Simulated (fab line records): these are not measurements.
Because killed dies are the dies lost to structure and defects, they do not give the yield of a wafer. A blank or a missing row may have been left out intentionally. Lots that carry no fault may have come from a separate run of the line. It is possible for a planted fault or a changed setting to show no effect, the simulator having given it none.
fab line records | flow n5Finfet
[record] lots = 23 wafers = 69 lastDay = 17
route steps=1938 shown BEOL_M4@1024
lots with no fault: from the same line, run without faults
startH: the number of hours between the record's first day and the start of the first shown wafer of the lot | waitH: how many hours have passed since the lot's step before this one | " identical to the entry in the row above | L1.1+2: a row that stands for several wafers | - no value present, or no start provided | * or withheld: withheld | < > ~ a bound
route shown NAME@n: names a module that has steps shown in the file, with the first one's number in the route | usual: mean and standard deviation over wafers with no fault | same: alike in all rows | chamber/n: place in a boat | sites: readings site by site | _std_site: the standard deviation of these | _edge_site: the outer-site mean with the inner-site mean subtracted | radiusMm: for every site, how far away it sits from the centre of the wafer | mask NAME#n: copy n | behind: the tool/chamber that last shaped the wafer | hold: cause of the lot's hold/its duration in hours/its outcome | device: the n, p or np transistor that did not switch | end of line: the same wafers' tests at the end of the route | a step without rows: its recipe alone | killed: the dies lost at the first sort to structure and to defects; this is not the yield of the wafer | map: the dies of a wafer, with x for killed, . for not killed, _ for no die there
set.NAME: the setting that was run; set.NAME@STEP: the one run at that earlier step | model.NAME: the simulator's own value behind a step, which no gauge read
route steps across a sampled set of lots; one table per step, one row per wafer
services: from which hour (startH, from the record's first day; less than 0 if before it) a tool's chamber was out of use, for how many hours, and why
[[steps]]
[step N5_BEOL_M4_HM_DEP_02]
[recipe] material = TiN targetThkA = 200 tempC = 25 chamberPressurePa = 0.49996
[usual] throttleValvePct = 29.5/1.2
// columns lot.wafer tool chamber startH waitH throttleValvePct
L075.3 pvdSputter-02 - 149.90 0.8 28.9
L075.5 " - " " 29.2
L075.6 " - " " 28.5
L074.2 pvdSputter-02 - 150.00 0.8 28.9
L074.3 " - " " 28.5
L074.4 " - " " 29.0
L076.2 pvdSputter-03 - 156.54 0.6 28.8
L076.5 " - " " 32.0
L076.6 " - " " 28.9
L077.2 pvdSputter-01 - 169.03 0.8 30.6
L077.5 " - " " 27.8
L077.6 " - " " 29.5
L078.1 pvdSputter-01 - 178.83 1.6 29.6
L078.3 " - " " 30.7
L078.6 " - " " 28.8
L079.3 pvdSputter-01 - 181.01 0.8 27.9
L079.5 " - " " 29.8
L079.6 " - " " 30.7
L080.1 pvdSputter-02 - 182.67 0.5 28.9
L080.4 " - " " 28.5
L080.5 " - " " 28.5
L083.4 pvdSputter-02 - 197.10 0.5 30.8
L083.5 " - " " 28.3
L083.6 " - " " 28.8
L082.1 pvdSputter-01 - 200.29 1.0 28.8
L082.2 " - " " 27.7
L082.4 " - " " 30.5
L084.3 pvdSputter-01 - 200.71 0.4 29.5
L084.4 " - " " 28.0
L084.5 " - " " 29.1
L085.2 pvdSputter-01 - 212.65 0.1 28.1
L085.3 " - " " 29.4
L085.6 " - " " 30.6
L086.1 pvdSputter-01 - 221.77 2.7 27.8
L086.2 " - " " 30.8
L086.4 " - " " 28.9
L087.2 pvdSputter-03 - 227.71 1.2 28.9
L087.3 " - " " 32.1
L087.6 " - " " 32.0
L090.1 pvdSputter-01 - 237.00 0.1 29.6
L090.4 " - " " 27.8
L090.6 " - " " 29.2
L088.1 pvdSputter-02 - 238.18 0.3 29.3
L088.2 " - " " 30.7
L088.4 " - " " 28.8
L091.1 pvdSputter-03 - 244.50 2.2 32.4
L091.3 " - " " 29.7
L091.4 " - " " 28.5
L089.1 pvdSputter-01 - 249.79 0.6 28.8
L089.4 " - " " 29.5
L089.6 " - " " 30.6
L092.2 pvdSputter-01 - 252.53 1.2 29.6
L092.4 " - " " 30.7
L092.6 " - " " 28.8
L093.1 pvdSputter-03 - 259.96 0.5 31.9
L093.5 " - " " 29.6
L093.6 " - " " 32.3
L094.2 pvdSputter-03 - 265.08 0.7 29.9
L094.3 " - " " 32.0
L094.5 " - " " 31.9
L095.1 pvdSputter-03 - 272.22 1.0 29.5
L095.2 " - " " 32.1
L095.4 " - " " 28.8
L096.2 pvdSputter-01 - 287.57 1.9 30.6
L096.3 " - " " 29.5
L096.4 " - " " 28.1
L097.2 pvdSputter-01 - 288.79 0.2 28.8
L097.3 " - " " 30.5
L097.6 " - " " 28.0
[step N5_BEOL_M4_ETCH_74]
[recipe] chemistry = N2/H2 target = underlayer targetDepthA = 65 maskMaterial = CAR-EUV timeS = 5.2 ionEnergyEv = 200 pressureMtorr = 30 sourceW = 840 biasW = 150 n2FlowSccm = 200 h2FlowSccm = 200 ends = cleared
[usual] drypumpMotorCurrentA = 5.8/0.38 etchRfOnTimeS = 5.19/0.13 n2FlowSccm = 200.1/0.59 oesProductAu = 0.64/0.062 rfVppV = 523.1/2.5 showerheadPlenumPTorr = 2.51/0.076 throttleValvePct = 18.02/0.21
// columns lot.wafer tool chamber startH waitH drypumpMotorCurrentA etchRfOnTimeS n2FlowSccm oesProductAu rfHoursCounterH rfVppV showerheadPlenumPTorr throttleValvePct
L075.3 rieDiel-06 3 150.45 0.0 5.9 5.34 198.8 0.58 236 523.6 2.51 18.39
L075.5 " 2 " " 5.3 5.12 199.4 0.63 - 519.5 2.42 18.10
L075.6 " 3 " " 5.9 5.35 200.6 0.59 - 523.5 2.51 18.41
L074.2 rieDiel-06 2 150.68 0.0 5.3 5.07 199.6 0.63 198 524.9 2.42 18.08
L074.3 " 0 " " 5.9 5.00 199.9 0.58 265 526.1 2.58 18.00
L074.4 " 0 " " 6.0 5.00 199.8 0.59 - 527.2 2.58 17.99
L076.2 rieDiel-04 1 157.41 0.0 5.4 4.97 199.7 0.78 49 523.4 2.58 17.89
L076.5 " 1 " " 5.4 4.93 201.1 0.77 - 526.3 2.58 17.87
L076.6 " 0 " " 6.2 5.26 201.2 0.66 - 520.2 2.45 17.70
L077.2 rieDiel-04 3 169.58 0.0 5.7 5.24 199.9 0.62 195 524.0 2.52 18.11
L077.5 " 0 " " 6.1 5.27 199.5 0.66 - 522.1 2.44 17.70
L077.6 " 3 " " 5.7 5.25 200.3 0.61 - 523.1 2.52 18.14
L078.1 rieDiel-06 0 179.51 0.0 6.0 4.94 200.3 0.58 279 524.2 2.58 17.99
L078.3 " 2 " " 5.3 5.10 199.9 0.62 212 520.4 2.41 18.11
L078.6 " 2 " " 5.3 5.16 200.2 0.62 - 520.9 2.41 18.11
L079.3 rieDiel-02 3 181.57 0.0 5.8 5.05 200.4 0.73 56 528.6 2.68 17.78
L079.5 " 2 " " 5.0 5.31 200.3 0.60 - 524.0 2.51 17.90
L079.6 " 3 " " 5.8 5.09 200.2 0.72 - 526.6 2.68 17.78
L080.1 rieDiel-06 3 183.23 0.0 5.9 5.34 200.0 0.57 251 524.1 2.50 18.44
L080.4 " 2 " " 5.2 5.16 200.3 0.62 - 521.4 2.41 18.11
L080.5 " 0 " " 6.0 4.92 200.1 0.57 - 526.7 2.57 17.99
L083.4 rieDiel-04 3 198.03 0.0 5.7 5.21 200.4 0.61 204 522.8 2.52 18.13
L083.5 " 3 " " 5.7 5.16 201.1 0.61 - 523.1 2.51 18.12
L083.6 " 2 " " 6.4 5.26 199.0 0.62 - 523.4 2.43 17.88
L082.1 rieDiel-04 3 200.84 0.0 5.7 5.24 199.8 0.61 205 522.4 2.51 18.15
L082.2 " 2 " " 6.4 5.33 200.4 0.61 192 521.3 2.43 17.88
L082.4 " 1 " " 5.4 5.00 200.5 0.76 63 526.1 2.57 17.93
L084.3 rieDiel-06 1 201.40 0.0 6.1 5.28 200.4 0.59 246 526.1 2.60 18.12
L084.4 " 3 " " 5.9 5.38 200.9 0.57 - 523.1 2.50 18.45
L084.5 " 2 " " 5.3 5.14 201.2 0.61 - 518.7 2.41 18.13
L085.2 rieDiel-06 1 213.46 0.0 6.1 5.23 200.1 0.59 251 525.4 2.60 18.11
L085.3 " 2 " " 5.3 5.10 200.0 0.61 227 520.4 2.40 18.14
L085.6 " 2 " " 5.3 5.10 201.3 0.61 - 519.1 2.40 18.14
L086.1 rieDiel-04 3 222.33 0.0 5.7 5.23 200.0 0.60 214 520.8 2.51 18.15
L086.2 " 1 " " 5.4 4.93 200.2 0.74 70 523.8 2.57 17.93
L086.4 " 0 " " 6.2 5.26 199.9 0.65 119 520.9 2.44 17.71
L087.2 rieDiel-04 0 228.83 0.0 6.2 5.31 200.6 0.65 122 521.0 2.44 17.72
L087.3 " 1 " " 5.4 4.92 200.8 0.74 74 527.4 2.57 17.93
L087.6 " 2 " " 6.4 5.23 200.5 0.61 - 520.9 2.43 17.89
L090.1 rieDiel-02 0 237.85 0.0 5.3 5.22 199.9 0.71 66 525.3 2.58 18.07
L090.4 " 2 " " 5.0 5.25 200.4 0.60 221 522.8 2.50 17.94
L090.6 " 0 " " 5.3 5.25 201.6 0.71 - 523.1 2.58 18.08
L088.1 rieDiel-04 0 239.08 0.0 6.1 5.22 200.3 0.65 127 520.6 2.44 17.75
L088.2 " 1 " " 5.4 4.88 200.0 0.75 79 527.3 2.57 17.91
L088.4 " 2 " " 6.4 5.19 199.2 0.60 208 521.8 2.43 17.91
L091.1 rieDiel-04 3 245.05 0.0 5.6 5.28 200.9 0.60 223 524.3 2.51 18.14
L091.3 " 1 " " 5.4 4.91 200.1 0.74 81 525.2 2.57 17.94
L091.4 " 2 " " 6.4 5.29 200.8 0.61 210 519.8 2.43 17.91
L089.1 rieDiel-04 1 250.48 0.0 5.4 4.95 199.4 0.73 82 526.7 2.57 17.97
L089.4 " 2 " " 6.4 5.29 199.1 0.60 211 521.9 2.43 17.92
L089.6 " 3 " " 5.7 5.27 200.4 0.60 - 522.2 2.51 18.17
L092.2 rieDiel-06 2 253.68 0.0 5.3 5.19 199.7 0.59 243 520.6 2.40 18.16
L092.4 " 3 " " 5.9 5.26 199.3 0.79 - 521.5 2.49 17.99
L092.6 " 0 " " 6.0 4.89 199.6 0.85 - 524.3 2.57 17.55
L093.1 rieDiel-02 0 260.99 0.0 5.4 5.11 200.6 0.71 74 525.6 2.58 18.10
L093.5 " 0 " " 5.4 5.16 200.5 0.70 - 526.3 2.58 18.08
L093.6 " 1 " " 5.5 5.18 199.1 0.59 - 526.9 2.62 18.17
L094.2 rieDiel-04 0 265.75 0.0 6.1 5.36 200.2 0.63 137 520.1 2.43 17.73
L094.3 " 3 " " 5.7 5.33 200.1 0.58 231 524.3 2.50 18.22
L094.5 " 0 " " 6.2 5.38 200.7 0.63 - 521.3 2.43 17.74
L095.1 rieDiel-02 0 272.78 0.0 5.3 5.19 199.7 0.71 78 524.2 2.58 18.09
L095.2 " 1 " " 5.6 5.25 199.5 0.59 234 528.7 2.62 18.16
L095.4 " 0 " " 5.3 5.16 200.1 0.69 - 526.6 2.58 18.10
L096.2 rieDiel-04 3 288.24 0.0 5.7 5.29 201.2 0.59 240 523.0 2.50 18.20
L096.3 " 0 " " 6.2 5.24 199.3 0.63 146 520.6 2.43 17.77
L096.4 " 2 " " 6.4 5.28 200.0 0.59 223 520.2 2.42 17.92
L097.2 rieDiel-04 0 289.35 0.0 6.1 5.31 199.9 0.63 146 521.8 2.43 17.77
L097.3 " 2 " " 6.4 5.35 200.0 0.59 223 521.0 2.42 17.94
L097.6 " 3 " " 5.7 5.29 200.0 0.58 - 523.5 2.50 18.18
[step N5_BEOL_M4_STRIP_66]
[recipe] chemistry = CF4 resist = SiARC powerW = 300 biasPowerW = 75 pressureMtorr = 50 cf4FlowSccm = 150 rfFrequencyHz = 6e+07
[usual] drypumpMotorCurrentA = 5.8/0.38 oesProductAu = 0.74/0.065 rfVppV = 270.8/1.4 showerheadPlenumPTorr = 1.77/0.053 throttleValvePct = 13.78/0.23
// columns lot.wafer tool chamber startH waitH drypumpMotorCurrentA oesProductAu rfHoursCounterH rfVppV showerheadPlenumPTorr throttleValvePct
L075.3 rieDiel-06 3 150.63 0.0 5.9 0.69 236 270.3 1.75 14.15
L075.5 " 2 " " 5.3 0.72 - 269.5 1.70 13.75
L075.6 " 3 " " 5.9 0.69 - 271.0 1.76 14.16
L074.2 rieDiel-06 2 150.86 0.0 5.3 0.73 198 269.8 1.70 13.76
L074.3 " 0 " " 5.9 0.65 265 270.9 1.81 13.75
L074.4 " 0 " " 5.9 0.66 - 272.4 1.81 13.77
L076.2 rieDiel-04 1 157.59 0.0 5.4 0.87 49 272.6 1.81 13.50
L076.5 " 1 " " 5.4 0.87 - 272.6 1.81 13.52
L076.6 " 0 " " 6.1 0.77 - 271.3 1.74 13.56
L077.2 rieDiel-04 3 169.76 0.0 5.6 0.72 195 271.7 1.80 13.97
L077.5 " 0 " " 6.1 0.77 - 269.1 1.74 13.56
L077.6 " 3 " " 5.7 0.72 - 270.2 1.80 13.96
L078.1 rieDiel-06 0 179.69 0.0 5.9 0.65 279 273.6 1.81 13.79
L078.3 " 2 " " 5.3 0.71 212 270.0 1.69 13.78
L078.6 " 2 " " 5.3 0.72 - 267.8 1.69 13.78
L079.3 rieDiel-02 3 181.74 0.0 5.8 0.83 56 273.5 1.87 13.37
L079.5 " 2 " " 5.0 0.71 - 270.2 1.79 13.78
L079.6 " 3 " " 5.8 0.84 - 271.6 1.88 13.36
L080.1 rieDiel-06 3 183.40 0.0 5.9 0.69 251 271.9 1.75 14.18
L080.4 " 2 " " 5.3 0.72 - 269.4 1.69 13.80
L080.5 " 0 " " 6.0 0.65 - 270.9 1.81 13.80
L083.4 rieDiel-04 3 198.20 0.0 5.6 0.71 204 271.9 1.80 13.98
L083.5 " 3 " " 5.6 0.72 - 271.2 1.80 13.99
L083.6 " 2 " " 6.3 0.73 - 270.7 1.71 13.62
L082.1 rieDiel-04 3 201.02 0.0 5.7 0.71 205 271.1 1.80 13.98
L082.2 " 2 " " 6.4 0.72 192 268.9 1.71 13.62
L082.4 " 1 " " 5.4 0.85 63 271.7 1.81 13.53
L084.3 rieDiel-06 1 201.58 0.0 6.1 0.69 246 272.6 1.85 13.99
L084.4 " 3 " " 5.9 0.67 - 270.1 1.75 14.20
L084.5 " 2 " " 5.3 0.71 - 271.1 1.69 13.80
L085.2 rieDiel-06 1 213.64 0.0 6.1 0.69 251 272.5 1.84 14.01
L085.3 " 2 " " 5.3 0.70 227 269.8 1.69 13.82
L085.6 " 2 " " 5.3 0.71 - 269.1 1.69 13.82
L086.1 rieDiel-04 3 222.50 0.0 5.6 0.71 214 270.7 1.79 14.01
L086.2 " 1 " " 5.4 0.85 70 271.6 1.81 13.56
L086.4 " 0 " " 6.1 0.76 119 269.4 1.74 13.60
L087.2 rieDiel-04 0 229.01 0.0 6.1 0.76 122 271.1 1.74 13.60
L087.3 " 1 " " 5.3 0.83 74 271.8 1.81 13.55
L087.6 " 2 " " 6.4 0.71 - 270.3 1.70 13.65
L090.1 rieDiel-02 0 238.03 0.0 5.3 0.83 66 271.1 1.82 13.71
L090.4 " 2 " " 5.0 0.70 221 270.2 1.79 13.84
L090.6 " 0 " " 5.3 0.83 - 271.9 1.82 13.72
L088.1 rieDiel-04 0 239.26 0.0 6.1 0.76 127 271.2 1.74 13.62
L088.2 " 1 " " 5.4 0.83 79 272.7 1.81 13.58
L088.4 " 2 " " 6.4 0.70 208 270.7 1.70 13.66
L091.1 rieDiel-04 3 245.23 0.0 5.6 0.70 223 269.7 1.79 14.02
L091.3 " 1 " " 5.4 0.83 81 271.0 1.80 13.57
L091.4 " 2 " " 6.4 0.71 210 269.6 1.70 13.65
L089.1 rieDiel-04 1 250.66 0.0 5.4 0.83 82 272.7 1.80 13.57
L089.4 " 2 " " 6.4 0.70 211 269.6 1.70 13.66
L089.6 " 3 " " 5.7 0.70 - 270.4 1.79 14.04
L092.2 rieDiel-06 2 253.86 0.0 5.3 0.69 243 268.8 1.69 13.85
L092.4 " 3 " " 5.9 0.92 - 271.8 1.74 13.63
L092.6 " 0 " " 5.9 0.93 - 272.0 1.80 13.19
L093.1 rieDiel-02 0 261.17 0.0 5.3 0.81 74 270.3 1.82 13.73
L093.5 " 0 " " 5.3 0.82 - 271.6 1.82 13.72
L093.6 " 1 " " 5.6 0.69 - 271.9 1.85 14.01
L094.2 rieDiel-04 0 265.93 0.0 6.2 0.74 137 270.0 1.73 13.64
L094.3 " 3 " " 5.6 0.69 231 270.0 1.79 14.04
L094.5 " 0 " " 6.2 0.75 - 270.4 1.73 13.65
L095.1 rieDiel-02 0 272.95 0.0 5.3 0.81 78 272.2 1.82 13.75
L095.2 " 1 " " 5.5 0.68 234 272.2 1.85 14.01
L095.4 " 0 " " 5.3 0.81 - 273.7 1.82 13.72
L096.2 rieDiel-04 3 288.42 0.0 5.6 0.69 240 270.9 1.79 14.08
L096.3 " 0 " " 6.1 0.74 146 269.6 1.73 13.66
L096.4 " 2 " " 6.4 0.70 223 269.6 1.70 13.68
L097.2 rieDiel-04 0 289.52 0.0 6.1 0.74 146 269.7 1.73 13.64
L097.3 " 2 " " 6.4 0.70 223 269.4 1.70 13.70
L097.6 " 3 " " 5.6 0.69 - 270.5 1.79 14.07
[step N5_BEOL_M4_STRIP_97]
[recipe] chemistry = N2/H2 timeS = 10 powerW = 450 tempC = 40 pressureMtorr = 20 rfFrequencyHz = 6e+07 biasPowerW = 7 n2FlowSccm = 200 h2FlowSccm = 200
[usual] drypumpMotorCurrentA = 5.7/0.38 n2FlowSccm = 200.0/0.62 oesProductAu = 0.77/0.092 rfVppV = 59.1/0.87 showerheadPlenumPTorr = 2.51/0.08 throttleValvePct = 23.75/0.2
[same] timeS = 10
// columns lot.wafer tool chamber startH waitH drypumpMotorCurrentA n2FlowSccm oesProductAu rfHoursCounterH rfVppV showerheadPlenumPTorr throttleValvePct
L074.2 rieDiel-02 0 - - 5.3 199.9 0.89 33 59.8 2.59 23.95
L074.3 " 3 " " 5.8 200.1 0.86 45 59.9 2.68 23.67
L074.4 " 2 " " 5.0 200.8 0.72 190 60.8 2.51 23.64
L075.3 rieDiel-04 3 - - 5.7 199.3 0.73 190 58.9 2.52 23.86
L075.5 " 0 " " 6.1 200.5 0.80 - 60.6 2.44 23.39
L075.6 " 1 " " 5.4 199.9 0.89 - 58.9 2.58 23.73
L076.2 rieDiel-06 2 - - 5.3 201.0 0.72 203 58.6 2.41 23.86
L076.5 " 2 " " 5.3 200.1 0.72 - 58.1 2.41 23.85
L076.6 " 3 " " 5.9 199.4 0.69 - 58.9 2.50 24.07
L077.2 rieDiel-04 2 - - 6.4 199.7 0.73 182 59.2 2.43 23.52
L077.5 " 3 " " 5.7 199.8 0.72 - 58.9 2.51 23.88
L077.6 " 0 " " 6.1 199.7 0.79 - 59.6 2.44 23.40
L078.1 rieDiel-02 1 - - 5.5 199.3 0.72 201 60.1 2.63 23.79
L078.3 " 0 " " 5.3 200.0 0.88 44 58.8 2.59 23.97
L078.6 " 0 " " 5.3 200.5 0.89 - 59.5 2.59 23.96
L079.3 rieDiel-06 3 - - 5.9 200.6 0.68 252 58.0 2.50 24.10
L079.5 " 2 " " 5.3 199.7 0.71 - 59.2 2.41 23.85
L079.6 " 0 " " 6.0 199.4 0.65 - 58.4 2.57 23.73
L080.1 rieDiel-04 1 - - 5.4 199.7 0.88 59 59.2 2.57 23.75
L080.4 " 2 " " 6.4 199.4 0.73 187 59.3 2.43 23.55
L080.5 " 1 " " 5.4 199.1 0.89 - 60.0 2.57 23.75
L083.4 rieDiel-06 2 - - 5.3 199.5 0.71 - 57.6 2.40 23.89
L083.5 " 3 " " 5.9 200.3 0.68 - 58.7 2.49 24.10
L083.6 " 1 " " 6.1 199.1 0.69 - 58.0 2.59 23.81
L082.1 rieDiel-06 1 - - 6.1 199.9 0.70 247 58.2 2.59 23.82
L082.2 " 2 " " 5.3 200.7 0.71 223 58.6 2.40 23.87
L082.4 " 2 " " 5.3 200.3 0.70 - 57.8 2.40 23.88
L084.3 rieDiel-06 1 - - 6.1 198.9 0.70 247 59.1 2.59 23.83
L084.4 " 1 " " 6.1 200.0 0.69 - 58.7 2.59 23.82
L084.5 " 3 " " 5.9 200.1 0.68 - 58.5 2.49 24.13
L085.2 rieDiel-06 2 - - 5.3 200.4 0.71 229 57.5 2.40 23.90
L085.3 " 3 " " 5.9 199.6 0.67 266 59.0 2.49 24.14
L085.6 " 3 " " 5.9 200.6 0.67 - 60.4 2.49 24.11
L086.1 rieDiel-04 0 - - 6.1 200.0 0.77 120 59.1 2.43 23.41
L086.2 " 1 " " 5.4 200.6 0.87 71 60.0 2.57 23.79
L086.4 " 3 " " 5.7 201.0 0.71 215 60.0 2.51 23.90
L087.2 rieDiel-02 1 - - 5.6 200.1 0.71 220 60.9 2.62 23.80
L087.3 " 0 " " 5.3 199.1 0.85 64 59.4 2.58 24.00
L087.6 " 1 " " 5.6 200.0 0.70 - 61.5 2.62 23.82
L090.1 rieDiel-02 2 - - 5.0 200.7 0.70 222 59.4 2.50 23.69
L090.4 " 1 " " 5.5 200.1 0.71 222 58.1 2.62 23.81
L090.6 " 2 " " 5.0 201.1 0.70 - 58.8 2.50 23.68
L088.1 rieDiel-06 0 - - 5.9 199.8 0.97 9 59.7 2.57 23.39
L088.2 " 2 " " 5.3 199.8 0.69 238 60.1 2.39 23.89
L088.4 " 2 " " 5.3 200.8 0.70 - 57.2 2.40 23.89
L091.1 rieDiel-06 2 - - 5.3 200.0 0.70 241 58.9 2.39 23.89
L091.3 " 0 " " 6.0 200.4 0.97 12 60.0 2.56 23.41
L091.4 " 0 " " 6.0 200.7 0.96 - 59.5 2.56 23.39
L089.1 rieDiel-06 3 - - 6.0 200.8 0.94 8 60.5 2.49 23.72
L089.4 " 0 " " 6.0 199.6 0.96 - 59.1 2.56 23.39
L089.6 " 2 " " 5.3 199.3 0.69 - 59.2 2.39 23.90
L092.2 rieDiel-04 2 - - 6.4 199.7 0.71 214 60.1 2.42 23.59
L092.4 " 0 " " 6.2 199.9 0.76 134 60.5 2.43 23.45
L092.6 " 0 " " 6.2 200.4 0.76 - 58.1 2.43 23.44
L093.1 rieDiel-04 0 - - 6.1 201.0 0.76 136 59.4 2.43 23.44
L093.5 " 3 " " 5.7 201.4 0.71 - 60.1 2.50 23.92
L093.6 " 0 " " 6.1 200.8 0.75 - 59.2 2.43 23.43
L094.2 rieDiel-06 3 - - 5.9 199.4 0.92 13 58.4 2.49 23.72
L094.3 " 1 " " 6.1 199.3 0.97 4 59.2 2.59 23.42
L094.5 " 1 " " 6.1 198.9 0.96 - 59.5 2.59 23.40
L095.1 rieDiel-04 3 - - 5.7 198.8 0.69 236 59.7 2.50 23.93
L095.2 " 0 " " 6.1 199.7 0.74 141 57.6 2.42 23.43
L095.4 " 1 " " 5.4 199.4 0.84 93 58.8 2.56 23.79
L096.2 rieDiel-04 0 - - 6.1 199.5 0.74 147 59.2 2.42 23.45
L096.3 " 2 " " 6.4 199.6 0.70 224 60.6 2.42 23.60
L096.4 " 1 " " 5.4 200.0 0.83 98 59.3 2.56 23.80
L097.2 rieDiel-04 1 - - 5.4 201.0 0.84 98 59.9 2.56 23.81
L097.3 " 2 " " 6.4 199.1 0.71 224 59.6 2.42 23.59
L097.6 " 1 " " 5.4 198.6 0.83 - 59.6 2.56 23.80
[step N5_BEOL_M4_SPUTTER_81]
[recipe] material = Cu targetThkA = 45 tempC = -20 chamberPressurePa = 0.07 powerW = withheld timeS = 8.29
[usual] chuckGasFlowSccm = 1.26/0.051 throttleValvePct = 29.5/1.2
[same] timeS = 8.29
// columns lot.wafer tool chamber startH waitH chuckGasFlowSccm throttleValvePct
L074.2 pvdSputter-02 - 154.40 0.1 1.20 28.6
L074.3 " - " " 1.19 29.0
L074.4 " - " " 1.24 28.5
L075.3 pvdSputter-01 - 157.23 0.1 1.30 27.9
L075.5 " - " " 1.22 27.8
L075.6 " - " " 1.30 29.6
L076.2 pvdSputter-01 - 160.68 0.1 1.31 29.4
L076.5 " - " " 1.24 30.6
L076.6 " - " " 1.23 28.0
L077.2 pvdSputter-01 - 177.29 0.1 1.26 30.8
L077.5 " - " " 1.28 29.7
L077.6 " - " " 1.29 30.6
L078.1 pvdSputter-03 - 182.40 0.1 1.30 32.2
L078.3 " - " " 1.30 29.8
L078.6 " - " " 1.39 32.0
L079.3 pvdSputter-02 - 185.20 0.1 1.30 31.0
L079.5 " - " " 1.33 29.0
L079.6 " - " " 1.14 28.5
L080.1 pvdSputter-01 - 190.39 0.1 1.27 29.0
L080.4 " - " " 1.18 29.5
L080.5 " - " " 1.28 28.2
L083.4 pvdSputter-03 - 203.73 0.1 1.30 29.4
L083.5 " - " " 1.28 32.3
L083.6 " - " " 1.29 28.7
L082.1 pvdSputter-03 - 206.67 0.1 1.28 29.4
L082.2 " - " " 1.30 32.0
L082.4 " - " " 1.31 28.6
L084.3 pvdSputter-02 - 207.30 0.1 1.26 31.0
L084.4 " - " " 1.25 29.2
L084.5 " - " " 1.21 28.5
L085.2 pvdSputter-01 - 219.83 0.1 1.31 28.8
L085.3 " - " " 1.26 27.8
L085.6 " - " " 1.23 29.0
L086.1 pvdSputter-01 - 226.85 0.1 1.32 30.6
L086.2 " - " " 1.30 29.6
L086.4 " - " " 1.27 28.0
L087.2 pvdSputter-03 - 233.89 0.1 1.25 29.9
L087.3 " - " " 1.28 32.1
L087.6 " - " " 1.19 31.9
L090.1 pvdSputter-03 - 243.02 0.1 1.28 29.5
L090.4 " - " " 1.25 32.3
L090.6 " - " " 1.27 31.8
L088.1 pvdSputter-01 - 243.23 0.1 1.31 27.8
L088.2 " - " " 1.18 30.3
L088.4 " - " " 1.19 28.8
L091.1 pvdSputter-02 - 251.38 0.1 1.19 30.9
L091.3 " - " " 1.23 28.7
L091.4 " - " " 1.27 29.1
L089.1 pvdSputter-03 - 254.12 0.1 1.19 29.8
L089.4 " - " " 1.19 28.5
L089.6 " - " " 1.26 29.4
L092.2 pvdSputter-02 - 259.25 0.1 1.26 28.8
L092.4 " - " " 1.20 28.7
L092.6 " - " " 1.23 28.7
L093.1 pvdSputter-03 - 266.16 0.1 1.27 28.7
L093.5 " - " " 1.30 29.5
L093.6 " - " " 1.28 29.7
L094.2 pvdSputter-02 - 270.78 0.1 1.26 28.7
L094.3 " - " " 1.25 30.7
L094.5 " - " " 1.39 28.7
L095.1 pvdSputter-02 - 278.02 0.1 1.28 28.4
L095.2 " - " " 1.35 29.1
L095.4 " - " " 1.33 28.6
L096.2 pvdSputter-02 - 292.89 0.1 1.26 30.7
L096.3 " - " " 1.28 29.0
L096.4 " - " " 1.24 28.5
L097.2 pvdSputter-02 - 295.43 0.1 1.27 28.8
L097.3 " - " " 1.25 30.8
L097.6 " - " " 1.28 28.7
[step N5_BEOL_M4_ANNEAL_87]
[recipe] tempC = 400 timeS = 240 ambient = vacuum
[usual] heaterPowerW = 820/57
[same] timeS = 240
// columns lot.wafer tool chamber startH waitH heaterPowerW
L074.2 pvdSputter-02 - 154.70 0.0 776
L074.3 " - " " 855
L074.4 " - " " 790
L075.3 pvdSputter-01 - 157.53 0.0 812
L075.5 " - " " 809
L075.6 " - " " 892
L076.2 pvdSputter-01 - 160.98 0.0 925
L076.5 " - " " 890
L076.6 " - " " 813
L077.2 pvdSputter-01 - 177.59 0.0 869
L077.5 " - " " 904
L077.6 " - " " 849
L078.1 pvdSputter-03 - 182.70 0.0 847
L078.3 " - " " 867
L078.6 " - " " 854
L079.3 pvdSputter-02 - 185.50 0.0 740
L079.5 " - " " 883
L079.6 " - " " 786
L080.1 pvdSputter-01 - 190.69 0.0 733
L080.4 " - " " 906
L080.5 " - " " 804
L083.4 pvdSputter-03 - 204.03 0.0 885
L083.5 " - " " 852
L083.6 " - " " 901
L082.1 pvdSputter-03 - 206.97 0.0 766
L082.2 " - " " 856
L082.4 " - " " 906
L084.3 pvdSputter-02 - 207.60 0.0 748
L084.4 " - " " 875
L084.5 " - " " 784
L085.2 pvdSputter-01 - 220.13 0.0 718
L085.3 " - " " 817
L085.6 " - " " 728
L086.1 pvdSputter-01 - 227.15 0.0 872
L086.2 " - " " 871
L086.4 " - " " 812
L087.2 pvdSputter-03 - 234.19 0.0 761
L087.3 " - " " 842
L087.6 " - " " 815
L090.1 pvdSputter-03 - 243.32 0.0 757
L090.4 " - " " 833
L090.6 " - " " 859
L088.1 pvdSputter-01 - 243.53 0.0 801
L088.2 " - " " 859
L088.4 " - " " 728
L091.1 pvdSputter-02 - 251.68 0.0 741
L091.3 " - " " 778
L091.4 " - " " 864
L089.1 pvdSputter-03 - 254.44 0.0 869
L089.4 " - " " 920
L089.6 " - " " 767
L092.2 pvdSputter-02 - 259.55 0.0 792
L092.4 " - " " 783
L092.6 " - " " 779
L093.1 pvdSputter-03 - 266.46 0.0 914
L093.5 " - " " 760
L093.6 " - " " 876
L094.2 pvdSputter-02 - 271.08 0.0 774
L094.3 " - " " 762
L094.5 " - " " 776
L095.1 pvdSputter-02 - 278.32 0.0 781
L095.2 " - " " 892
L095.4 " - " " 755
L096.2 pvdSputter-02 - 293.19 0.0 755
L096.3 " - " " 779
L096.4 " - " " 806
L097.2 pvdSputter-02 - 295.73 0.0 788
L097.3 " - " " 734
L097.6 " - " " 775
[[services]]
// columns tool chamber startH hours kind
rieDiel-02 1 162.23 15.8 repair
rieDiel-02 - 192.75 0.2 repair
rieDiel-06 0 198.38 - clean
rieDiel-06 0 198.38 - consumableReplace:focusRing
rieDiel-06 0 198.38 20.0 scheduledDown
rieDiel-06 0 198.38 20.0 ventCycle
rieDiel-04 0 208.52 8.1 repair
rieDiel-06 3 218.47 - clean
rieDiel-06 3 218.47 - consumableReplace:focusRing
rieDiel-06 3 218.47 14.5 scheduledDown
rieDiel-06 3 218.47 14.5 ventCycle
rieDiel-06 - 224.00 4.3 pm
rieDiel-06 1 232.93 - clean
rieDiel-06 1 232.93 - consumableReplace:focusRing
rieDiel-06 1 232.93 23.5 scheduledDown
rieDiel-06 1 232.93 23.5 ventCycle
rieDiel-02 2 266.21 11.0 repair
rieDiel-06 2 275.51 - clean
rieDiel-06 2 275.51 - consumableReplace:focusRing
rieDiel-06 2 275.51 - consumableReplace:showerhead
rieDiel-06 2 275.51 16.2 scheduledDown
rieDiel-04 - 279.19 1.3 repair
rieDiel-04 2 280.55 4.1 repair
pvdSputter-02 - 284.61 5.1 repair
[[key]]
fault none
